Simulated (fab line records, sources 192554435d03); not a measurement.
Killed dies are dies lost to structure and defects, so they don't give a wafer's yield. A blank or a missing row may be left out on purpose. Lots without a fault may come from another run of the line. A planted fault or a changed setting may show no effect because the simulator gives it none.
Split-lot experiment | flow n5_finfet | 7 lots, 39 wafers read, on a route of 1938 steps

THE SPLIT
At N5_BEOL_M9_TRENCH_ETCH_37 (etches SiCOH lowk in C4F6/O2, target depth 151.43 nm, time 49 s), the setting time_s was moved away from the recipe's 49 s on 15 of the 39 wafers read, by -55.0% to +30.0%. The other wafers ran this setting at the recipe's value.

FROM THE SPLIT TO THE READING: what the file shows between them, 11 steps
- N5_BEOL_M9_ETCH_41: etches SiCN in CH3F/O2, target depth 36.6 nm, time 70.1 s
- N5_BEOL_M9_STRIP_80: strips in N2/H2, time 10 s
- N5_BEOL_M9_OCD_MEAS_38
- N5_BEOL_M9_HM_STRIP_39: strips TiN in peroxide tin strip, target depth 25 nm, time 158 s
- N5_BEOL_M9_SRD_40: time 30 s
- N5_BEOL_M9_ECD_50: material Cu, target thk 318 nm
- N5_BEOL_M9_ANNEAL_51: time 90 s
- N5_BEOL_M9_CMP_52: polishes, stops on SiCOH lowk, t overpolish 7 s, target thk 140 nm
- N5_BEOL_M9_THK_MEAS_53: measures by xrf
- N5_BEOL_M9_PRE_CLEAN_55: time 15 s
- N5_BEOL_M9_DEP_56: deposits SiCN from 3MS/NH3, target thk 15 nm, time 26.5 s

THE READING
M9_RS, in ohm/sq, at N5_BEOL_M9_RS_MEAS_57 (measures by four-point-probe). Fault-free wafers of this fab line usually give 0.151 ohm/sq, standard deviation 0.0037 ohm/sq.

wafer  | tool, chamber at the split | time_s as run, s | against the recipe | M9_RS, ohm/sq | against lot-mates on the recipe
L080.1 | rie_diel-06, 1             | 63.72            | +30.0%             | 0.114         | -0.038
L080.2 | rie_diel-06, 2             | 63.72            | +30.0%             | 0.114         | -0.038
L080.3 | rie_diel-06, 3             | 49               | recipe             | 0.148         | -
L080.4 | rie_diel-06, 0             | 49               | recipe             | 0.152         | -
L080.5 | rie_diel-06, 2             | 49               | recipe             | 0.155         | -
L080.6 | rie_diel-06, 3             | 63.72            | +30.0%             | 0.110         | -0.042
L082.1 | rie_diel-03, 1             | 59.75            | +21.9%             | 0.117         | -0.030
L082.2 | rie_diel-03, 0             | 49               | recipe             | 0.149         | -
L082.3 | rie_diel-03, 3             | 49               | recipe             | 0.147         | -
L082.4 | rie_diel-03, 3             | 59.75            | +21.9%             | 0.116         | -0.031
L082.5 | rie_diel-03, 0             | 59.75            | +21.9%             | 0.118         | -0.029
L082.6 | rie_diel-03, 1             | 49               | recipe             | 0.144         | -
L081.1 | rie_diel-03, 0             | 22.05            | -55.0%             | 0.431         | +0.281
L081.2 | rie_diel-03, 3             | 49               | recipe             | 0.151         | -
L081.3 | rie_diel-03, 2             | 49               | recipe             | 0.152         | -
L081.4 | rie_diel-03, 1             | 22.05            | -55.0%             | 0.426         | +0.276
L081.5 | rie_diel-03, 0             | 22.05            | -55.0%             | 0.440         | +0.290
L081.6 | rie_diel-03, 3             | 49               | recipe             | 0.148         | -
L084.1 | rie_diel-06, 3             | 49               | recipe             | 0.153         | -
L084.2 | rie_diel-06, 0             | 49               | recipe             | 0.153         | -
L084.3 | rie_diel-06, 1             | 49               | recipe             | 0.159         | -
L084.4 | rie_diel-06, 2             | 49               | recipe             | 0.159         | -
L084.5 | rie_diel-06, 1             | 49               | recipe             | 0.157         | -
L084.6 | rie_diel-06, 2             | 49               | recipe             | 0.157         | -
L087.1 | rie_diel-05, 2             | 61.13            | +24.8%             | 0.111         | -0.038
L087.2 | rie_diel-05, 0             | 49               | recipe             | 0.146         | -
L087.3 | rie_diel-05, 1             | 49               | recipe             | 0.148         | -
L087.4 | rie_diel-05, 3             | 61.13            | +24.8%             | 0.117         | -0.032
L087.5 | rie_diel-05, 0             | 61.13            | +24.8%             | 0.113         | -0.036
L087.6 | rie_diel-05, 3             | 49               | recipe             | 0.153         | -
L088.1 | rie_diel-03, 3             | 49               | recipe             | 0.146         | -
L088.5 | rie_diel-03, 3             | 49               | recipe             | 0.150         | -
L088.6 | rie_diel-03, 0             | 49               | recipe             | 0.149         | -
L090.1 | rie_diel-03, 1             | 49               | recipe             | 0.148         | -
L090.2 | rie_diel-03, 3             | 62.46            | +27.5%             | 0.113         | -0.037
L090.3 | rie_diel-03, 2             | 49               | recipe             | 0.150         | -
L090.4 | rie_diel-03, 0             | 62.46            | +27.5%             | 0.116         | -0.034
L090.5 | rie_diel-03, 0             | 62.46            | +27.5%             | 0.115         | -0.035
L090.6 | rie_diel-03, 3             | 49               | recipe             | 0.152         | -

THE FIT
A straight line over all 39 wafers: M9_RS changes by -0.00354 ohm/sq for each +1% of time_s; r = -0.92; the points scatter about the line by 0.033 ohm/sq.
The same after taking each lot's own level away (the mean of its wafers on the recipe; 39 wafers): -0.00353 ohm/sq for each +1%; r = -0.92; scatter 0.033 ohm/sq.
On that fit, the largest move of time_s shifts the reading by 0.19 ohm/sq.
The lots' own levels span 0.1467 to 0.1563 ohm/sq, that is 2.6 times the standard deviation above.
So the lot-to-lot level changes the slope little: the two slopes agree.
Check: with one of the wafers moved furthest among these (-55.0%) left out of the fit, the line predicts +0.2 ohm/sq for it against its lot-mates. It came out at +0.281 ohm/sq against them.

THE WHOLE CHAIN: every reading that the file lists as answering this split, in the file's order
step                      | what it does                                                       | reading                                                                          | change (the file's fit)                | r (the file's)
N5_BEOL_M9_TRENCH_ETCH_37 | etches SiCOH lowk in C4F6/O2, target depth 151.43 nm, time 49 s    | BEOL_M9.feature_depth_nm (the simulator's own value, which no gauge read)        | +1.5 nm for each +1% of the setting    | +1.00
N5_BEOL_M9_TRENCH_ETCH_37 | etches SiCOH lowk in C4F6/O2, target depth 151.43 nm, time 49 s    | etch.depth_nm (the simulator's own value, which no gauge read)                   | +1.5 nm for each +1% of the setting    | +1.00
N5_BEOL_M9_TRENCH_ETCH_37 | etches SiCOH lowk in C4F6/O2, target depth 151.43 nm, time 49 s    | TiN_of_BEOL_M9_HM_DEP_02.thk_nm (the simulator's own value, which no gauge read) | -0.0391 nm for each +1% of the setting | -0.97
N5_BEOL_M9_OCD_MEAS_38    |                                                                    | trench_depth_nm                                                                  | +1.5 nm for each +1% of the setting    | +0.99
N5_BEOL_M9_CMP_52         | polishes, stops on SiCOH lowk, t overpolish 7 s, target thk 140 nm | Cu_of_BEOL_M9_ECD_50.thk_nm (the simulator's own value, which no gauge read)     | +1.51 nm for each +1% of the setting   | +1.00
N5_BEOL_M9_THK_MEAS_53    | measures by xrf                                                    | M9_THK                                                                           | +1.53 for each +1% of the setting      | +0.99
N5_BEOL_M9_RS_MEAS_57     | measures by four-point-probe                                       | M9_RS                                                                            | -0.00332 for each +1% of the setting   | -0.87

THE FILE'S OWN FIT
M9_RS changes by -0.00332 ohm/sq for each +1% of time_s, r = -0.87.
